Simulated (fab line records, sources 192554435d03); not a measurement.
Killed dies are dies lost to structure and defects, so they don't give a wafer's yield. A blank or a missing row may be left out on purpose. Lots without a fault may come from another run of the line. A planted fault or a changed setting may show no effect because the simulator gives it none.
Which tool did it? | flow n5_finfet | 24 lots, 72 wafers sampled, at 6 steps of a route of 1938

WHAT THE GAUGES READ, wafer by wafer
The record holds no reading of a measuring or inspecting step that can be judged against a usual standard deviation.

WHICH TOOL RAN EACH LOT (tool, then ch and the chambers of the sampled wafers, then the start)
lot  | N5_BEOL_M0_ANNEAL_117        | N5_BEOL_M0_ANNEAL_133        | N5_BEOL_M0_ANNEAL_119            | N5_BEOL_M0_CMP_120            | N5_BEOL_M1_DESCUM_16               | N5_BEOL_M1_ANNEAL_89
L074 | pvd_sputter-03, day 6 05:51  | pvd_sputter-03, day 6 05:58  | rtp_anneal-02 ch 0, day 6 06:26  | cmp-03 ch 0,1,2, day 6 06:43  | rie_diel-01 ch 0,1,3, day 6 08:26  | pvd_sputter-01, day 6 14:19
L075 | pvd_sputter-02, day 6 08:05  | pvd_sputter-02, day 6 08:13  | rtp_anneal-01 ch 0, day 6 09:01  | cmp-01 ch 0,1,3, day 6 09:21  | rie_diel-03 ch 0,1,2, day 6 11:19  | pvd_sputter-03, day 6 16:34
L076 | pvd_sputter-03, day 6 10:03  | pvd_sputter-03, day 6 10:10  | rtp_anneal-01 ch 0, day 6 10:32  | cmp-03 ch 1,2, day 6 10:52    | rie_diel-01 ch 0,1, day 6 12:41    | pvd_sputter-01, day 6 16:43
L077 | pvd_sputter-01, day 6 18:44  | pvd_sputter-01, day 6 18:51  | rtp_anneal-01 ch 0, day 6 19:16  | cmp-03 ch 0,1,3, day 6 19:33  | rie_diel-06 ch 0,2,3, day 6 22:23  | pvd_sputter-02, day 7 04:42
L078 | pvd_sputter-01, day 7 02:38  | pvd_sputter-01, day 7 02:46  | rtp_anneal-02 ch 0, day 7 03:13  | cmp-03 ch 0,2,3, day 7 03:28  | rie_diel-03 ch 0,2, day 7 05:40    | pvd_sputter-01, day 7 11:58
L079 | pvd_sputter-03, day 7 04:23  | pvd_sputter-03, day 7 04:30  | rtp_anneal-01 ch 0, day 7 04:51  | cmp-04 ch 0,3, day 7 05:09    | rie_diel-03 ch 0,2,3, day 7 06:27  | pvd_sputter-03, day 7 12:30
L080 | pvd_sputter-02, day 7 10:35  | pvd_sputter-02, day 7 10:42  | rtp_anneal-02 ch 0, day 7 11:39  | cmp-01 ch 0,1,3, day 7 11:56  | rie_diel-06 ch 0,2,3, day 7 14:08  | pvd_sputter-03, day 7 18:19
L081 | pvd_sputter-03, day 7 16:16  | pvd_sputter-03, day 7 16:23  | rtp_anneal-02 ch 0, day 7 16:47  | cmp-01 ch 1,2, day 7 17:02    | rie_diel-01 ch 0,3, day 7 19:38    | pvd_sputter-02, day 8 02:11
L082 | pvd_sputter-01, day 8 02:16  | pvd_sputter-01, day 8 02:23  | rtp_anneal-01 ch 0, day 8 02:51  | cmp-01 ch 0,1,3, day 8 03:08  | rie_diel-06 ch 2,3, day 8 06:14    | pvd_sputter-02, day 8 10:13
L083 | pvd_sputter-01, day 8 07:43  | pvd_sputter-01, day 8 07:50  | rtp_anneal-02 ch 0, day 8 08:11  | cmp-04 ch 0,2, day 8 08:35    | rie_diel-06 ch 0,1,2, day 8 11:38  | pvd_sputter-02, day 8 16:17
L084 | pvd_sputter-02, day 8 08:39  | pvd_sputter-02, day 8 08:46  | rtp_anneal-02 ch 0, day 8 09:15  | cmp-03 ch 0,2,3, day 8 09:35  | rie_diel-01 ch 0,2, day 8 11:46    | pvd_sputter-01, day 8 17:34
L085 | pvd_sputter-02, day 9 01:19  | pvd_sputter-02, day 9 01:26  | rtp_anneal-02 ch 0, day 9 02:26  | cmp-01 ch 0,3, day 9 02:38    | rie_diel-06 ch 0,1,2, day 9 04:13  | pvd_sputter-01, day 9 10:07
L086 | pvd_sputter-02, day 9 02:03  | pvd_sputter-02, day 9 02:10  | rtp_anneal-01 ch 0, day 9 02:34  | cmp-04 ch 1,2,3, day 9 02:52  | rie_diel-06 ch 0,1,3, day 9 06:03  | pvd_sputter-02, day 9 10:44
L087 | pvd_sputter-01, day 9 08:05  | pvd_sputter-01, day 9 08:12  | rtp_anneal-01 ch 0, day 9 08:34  | cmp-01 ch 0,1,3, day 9 08:59  | rie_diel-06 ch 0,1,3, day 9 11:45  | pvd_sputter-01, day 9 16:35
L088 | pvd_sputter-02, day 9 09:01  | pvd_sputter-02, day 9 09:08  | rtp_anneal-01 ch 0, day 9 09:30  | cmp-03 ch 0,1,3, day 9 09:47  | rie_diel-03 ch 0,2,3, day 9 12:06  | pvd_sputter-01, day 9 18:35
L089 | pvd_sputter-02, day 9 15:49  | pvd_sputter-02, day 9 15:56  | rtp_anneal-01 ch 0, day 9 17:11  | cmp-04 ch 0,1,3, day 9 17:30  | rie_diel-06 ch 0,3, day 9 19:46    | pvd_sputter-01, day 10 02:37
L090 | pvd_sputter-02, day 9 23:03  | pvd_sputter-02, day 9 23:10  | rtp_anneal-01 ch 0, day 9 23:34  | cmp-03 ch 1,3, day 9 23:49    | rie_diel-01 ch 1,2, day 10 01:45   | pvd_sputter-03, day 10 09:46
L091 | pvd_sputter-01, day 10 00:50 | pvd_sputter-01, day 10 00:58 | rtp_anneal-01 ch 0, day 10 01:26 | cmp-01 ch 0,2,3, day 10 01:44 | rie_diel-01 ch 0,1,2, day 10 03:32 | pvd_sputter-02, day 10 10:02
L093 | pvd_sputter-02, day 10 19:35 | pvd_sputter-02, day 10 19:42 | rtp_anneal-01 ch 0, day 10 20:26 | cmp-01 ch 1,3, day 10 20:46   | rie_diel-01 ch 1,2, day 10 23:05   | pvd_sputter-03, day 11 02:50
L092 | pvd_sputter-03, day 10 19:45 | pvd_sputter-03, day 10 19:52 | rtp_anneal-01 ch 0, day 10 20:55 | cmp-04 ch 0,1,2, day 10 21:10 | rie_diel-01 ch 1,3, day 10 23:19   | pvd_sputter-02, day 11 14:49
L094 | pvd_sputter-03, day 10 23:16 | pvd_sputter-03, day 10 23:23 | rtp_anneal-02 ch 0, day 10 23:55 | cmp-04 ch 1,2,3, day 11 00:13 | rie_diel-06 ch 0,1,2, day 11 01:50 | pvd_sputter-02, day 12 00:48
L095 | pvd_sputter-02, day 11 11:25 | pvd_sputter-02, day 11 11:32 | rtp_anneal-01 ch 0, day 11 12:23 | cmp-01 ch 0,3, day 11 12:49   | rie_diel-03 ch 0,2,3, day 11 16:59 | pvd_sputter-01, day 12 01:02
L096 | pvd_sputter-03, day 11 19:59 | pvd_sputter-03, day 11 20:06 | rtp_anneal-02 ch 0, day 11 20:31 | cmp-01 ch 0,1, day 11 20:46   | rie_diel-03 ch 0,2,3, day 11 22:55 | pvd_sputter-01, day 12 04:21
L097 | pvd_sputter-02, day 12 01:46 | pvd_sputter-02, day 12 01:53 | rtp_anneal-02 ch 0, day 12 02:17 | cmp-03 ch 0,2, day 12 02:34   | rie_diel-01 ch 1,3, day 12 05:58   | pvd_sputter-02, day 12 10:40
- N5_BEOL_M0_ANNEAL_117: time 60 s.
- N5_BEOL_M0_ANNEAL_133: time 60 s.
- N5_BEOL_M0_ANNEAL_119: time 90 s.
- N5_BEOL_M0_CMP_120: polishes, stops on SiOC, t overpolish 6.9 s.
- N5_BEOL_M1_DESCUM_16: chemistry O2, time 7 s.
- N5_BEOL_M1_ANNEAL_89: time 240 s.

WHAT THE TOOLS THEMSELVES READ (means of the sampled wafers that have a number; where no wafer has one, the mark that the record gives instead)
N5_BEOL_M0_ANNEAL_117.
lot  | tool           | heater_power_w (W)
L074 | pvd_sputter-03 | 837
L075 | pvd_sputter-02 | 904
L076 | pvd_sputter-03 | 842
L077 | pvd_sputter-01 | 719
L078 | pvd_sputter-01 | 736
L079 | pvd_sputter-03 | 838
L080 | pvd_sputter-02 | 889
L081 | pvd_sputter-03 | 791
L082 | pvd_sputter-01 | 671
L083 | pvd_sputter-01 | 647
L084 | pvd_sputter-02 | 843
L085 | pvd_sputter-02 | 872
L086 | pvd_sputter-02 | 828
L087 | pvd_sputter-01 | 741
L088 | pvd_sputter-02 | 924
L089 | pvd_sputter-02 | 918
L090 | pvd_sputter-02 | 873
L091 | pvd_sputter-01 | 735
L093 | pvd_sputter-02 | 888
L092 | pvd_sputter-03 | 835
L094 | pvd_sputter-03 | 827
L095 | pvd_sputter-02 | 875
L096 | pvd_sputter-03 | 875
L097 | pvd_sputter-02 | 862

N5_BEOL_M0_ANNEAL_133.
lot  | tool           | heater_power_w (W)
L074 | pvd_sputter-03 | 832
L075 | pvd_sputter-02 | 907
L076 | pvd_sputter-03 | 836
L077 | pvd_sputter-01 | 710
L078 | pvd_sputter-01 | 731
L079 | pvd_sputter-03 | 811
L080 | pvd_sputter-02 | 893
L081 | pvd_sputter-03 | 797
L082 | pvd_sputter-01 | 665
L083 | pvd_sputter-01 | 663
L084 | pvd_sputter-02 | 838
L085 | pvd_sputter-02 | 879
L086 | pvd_sputter-02 | 844
L087 | pvd_sputter-01 | 719
L088 | pvd_sputter-02 | 910
L089 | pvd_sputter-02 | 898
L090 | pvd_sputter-02 | 874
L091 | pvd_sputter-01 | 735
L093 | pvd_sputter-02 | 900
L092 | pvd_sputter-03 | 833
L094 | pvd_sputter-03 | 833
L095 | pvd_sputter-02 | 894
L096 | pvd_sputter-03 | 872
L097 | pvd_sputter-02 | 864

N5_BEOL_M0_ANNEAL_119.
lot  | tool          | wafer_temp_C_max
L074 | rtp_anneal-02 | 225.99
L075 | rtp_anneal-01 | 226.20
L076 | rtp_anneal-01 | 225.85
L077 | rtp_anneal-01 | 225.75
L078 | rtp_anneal-02 | 226.11
L079 | rtp_anneal-01 | 226.11
L080 | rtp_anneal-02 | 226.25
L081 | rtp_anneal-02 | 225.89
L082 | rtp_anneal-01 | 225.86
L083 | rtp_anneal-02 | 226.40
L084 | rtp_anneal-02 | 226.28
L085 | rtp_anneal-02 | 226.07
L086 | rtp_anneal-01 | 226.02
L087 | rtp_anneal-01 | 226.13
L088 | rtp_anneal-01 | 225.87
L089 | rtp_anneal-01 | 225.83
L090 | rtp_anneal-01 | 225.94
L091 | rtp_anneal-01 | 226.09
L093 | rtp_anneal-01 | 225.85
L092 | rtp_anneal-01 | 225.97
L094 | rtp_anneal-02 | 226.16
L095 | rtp_anneal-01 | 226.05
L096 | rtp_anneal-02 | 226.20
L097 | rtp_anneal-02 | 226.03

N5_BEOL_M0_CMP_120.
lot  | tool   | barrier_field_endpoint_s (s) | motor_current_A (A) | overpolish_run_s (s) | pad_life_wafers | time_to_endpoint_s (s)
L074 | cmp-03 | 3.61                         | 6.4                 | 6.901                | 1382            | 64
L075 | cmp-01 | 3.64                         | 6.3                 | 6.899                | 1058            | 61
L076 | cmp-03 | 3.64                         | 6.9                 | 6.904                | 1418            | 62
L077 | cmp-03 | 3.57                         | 6.2                 | 6.902                | 1490            | 62
L078 | cmp-03 | 3.72                         | 6.3                 | 6.902                | 1556            | 60
L079 | cmp-04 | 3.71                         | 6.1                 | 6.901                | 824             | 64
L080 | cmp-01 | 3.78                         | 6.2                 | 6.892                | 1249            | 65
L081 | cmp-01 | 3.42                         | 5.5                 | 6.900                | 1286            | 58
L082 | cmp-01 | 3.66                         | 6.3                 | 6.898                | 1382            | 60
L083 | cmp-04 | 3.54                         | 6.1                 | 6.895                | 1051            | 63
L084 | cmp-03 | 3.76                         | 6.6                 | 6.895                | 1808            | 64
L085 | cmp-01 | 3.57                         | 6.6                 | 6.908                | 1579            | 69
L086 | cmp-04 | 3.69                         | 5.9                 | 6.902                | 1196            | 60
L087 | cmp-01 | 3.62                         | 6.4                 | 6.890                | 1652            | 62
L088 | cmp-03 | 3.60                         | 6.3                 | 6.894                | 1946            | 62
L089 | cmp-04 | 3.71                         | 6.0                 | 6.898                | 1310            | 63
L090 | cmp-03 | 3.61                         | 6.2                 | 6.902                | 13              | 63
L091 | cmp-01 | 3.56                         | 6.2                 | 6.898                | 1784            | 64
L093 | cmp-01 | 3.58                         | 5.8                 | 6.911                | 1946            | 59
L092 | cmp-04 | 3.58                         | 6.0                 | 6.900                | 1555            | 59
L094 | cmp-04 | 3.40                         | 5.8                 | 6.894                | 1580            | 56
L095 | cmp-01 | 3.80                         | 6.7                 | 6.903                | 2071            | 67
L096 | cmp-01 | 3.75                         | 5.8                 | 6.900                | 2132            | 62
L097 | cmp-03 | 3.53                         | 6.8                 | 6.902                | 458             | 60

N5_BEOL_M1_DESCUM_16.
lot  | tool        | drypump_motor_current_A (A) | o2_flow_sccm (sccm) | oes_product_au (a.u.) | rf_vpp_V (V) | showerhead_plenum_p_Torr (Torr) | throttle_valve_pct (%)
L074 | rie_diel-01 | 5.5                         | 225.0               | 0.73                  | 243.2        | 2.10                            | 20.7
L075 | rie_diel-03 | 6.2                         | 225.3               | 0.72                  | 244.4        | 2.11                            | 20.6
L076 | rie_diel-01 | 5.5                         | 225.1               | 0.70                  | 244.0        | 2.09                            | 20.7
L077 | rie_diel-06 | 6.0                         | 224.5               | 0.75                  | 241.3        | 2.00                            | 20.4
L078 | rie_diel-03 | 5.9                         | 224.6               | 0.75                  | 243.7        | 2.17                            | 20.7
L079 | rie_diel-03 | 5.9                         | 225.0               | 0.76                  | 243.4        | 2.11                            | 20.3
L080 | rie_diel-06 | 6.0                         | 224.6               | 0.75                  | 241.5        | 1.99                            | 20.4
L081 | rie_diel-01 | 5.4                         | 225.1               | 0.76                  | 243.5        | 2.08                            | 20.7
L082 | rie_diel-06 | 5.8                         | 225.1               | 0.76                  | 241.2        | 1.96                            | 20.3
L083 | rie_diel-06 | 6.2                         | 225.0               | 0.78                  | 243.0        | 2.08                            | 20.5
L084 | rie_diel-01 | 5.4                         | 225.0               | 0.72                  | 243.5        | 2.16                            | 20.7
L085 | rie_diel-06 | 6.2                         | 225.4               | 0.77                  | 243.0        | 2.08                            | 20.5
L086 | rie_diel-06 | 6.3                         | 224.3               | 0.80                  | 242.2        | 2.04                            | 20.1
L087 | rie_diel-06 | 6.3                         | 225.4               | 0.80                  | 242.5        | 2.04                            | 20.1
L088 | rie_diel-03 | 5.9                         | 224.7               | 0.74                  | 243.4        | 2.10                            | 20.4
L089 | rie_diel-06 | 6.1                         | 225.9               | 0.76                  | 241.3        | 1.94                            | 20.1
L090 | rie_diel-01 | 5.5                         | 224.4               | 0.86                  | 244.2        | 2.14                            | 20.4
L091 | rie_diel-01 | 5.5                         | 224.8               | 0.77                  | 243.5        | 2.12                            | 20.6
L093 | rie_diel-01 | 5.4                         | 225.5               | 0.78                  | 243.2        | 2.16                            | 20.5
L092 | rie_diel-01 | 5.5                         | 224.8               | 0.87                  | 243.1        | 2.10                            | 20.4
L094 | rie_diel-06 | 6.2                         | 225.2               | 0.86                  | 242.5        | 2.08                            | 20.3
L095 | rie_diel-03 | 5.9                         | 225.5               | 0.73                  | 242.7        | 2.09                            | 20.4
L096 | rie_diel-03 | 5.9                         | 224.8               | 0.73                  | 243.6        | 2.09                            | 20.4
L097 | rie_diel-01 | 5.4                         | 224.5               | 0.80                  | 243.5        | 2.09                            | 20.6

N5_BEOL_M1_ANNEAL_89.
lot  | tool           | heater_power_w (W)
L074 | pvd_sputter-01 | 790
L075 | pvd_sputter-03 | 826
L076 | pvd_sputter-01 | 787
L077 | pvd_sputter-02 | 867
L078 | pvd_sputter-01 | 794
L079 | pvd_sputter-03 | 843
L080 | pvd_sputter-03 | 825
L081 | pvd_sputter-02 | 895
L082 | pvd_sputter-02 | 885
L083 | pvd_sputter-02 | 907
L084 | pvd_sputter-01 | 725
L085 | pvd_sputter-01 | 769
L086 | pvd_sputter-02 | 927
L087 | pvd_sputter-01 | 781
L088 | pvd_sputter-01 | 724
L089 | pvd_sputter-01 | 714
L090 | pvd_sputter-03 | 837
L091 | pvd_sputter-02 | 914
L093 | pvd_sputter-03 | 864
L092 | pvd_sputter-02 | 904
L094 | pvd_sputter-02 | 920
L095 | pvd_sputter-01 | 732
L096 | pvd_sputter-01 | 765
L097 | pvd_sputter-02 | 864

THE ANSWER, worked out from the rows above alone
Rule: what is usual is taken from the lots themselves. Put in order of their means at a reading, lots are off if they are a third of the lots or fewer, leave a main group of 4 or more, and stand apart from it by a gap of 3 or more times the standard deviation of the main group's means; of several such gaps the widest counts. A main group whose means are all the same, to the digits that the tables above print for the reading, isn't used. A lot without any number at a reading at which 4 lots or more have one is off too. The other lots that the step has rows for count as sound. The gauges are gone through in route order, then the tools' own readings, and for those a lot's mean is taken as printed above. The first step at which some lot is off is used, and at that step the reading that is off furthest; a lot without a number counts as furthest.
No lot is off at any reading shown: from this, nothing can be told.

WHAT THE SIMULATOR HAD PUT IN
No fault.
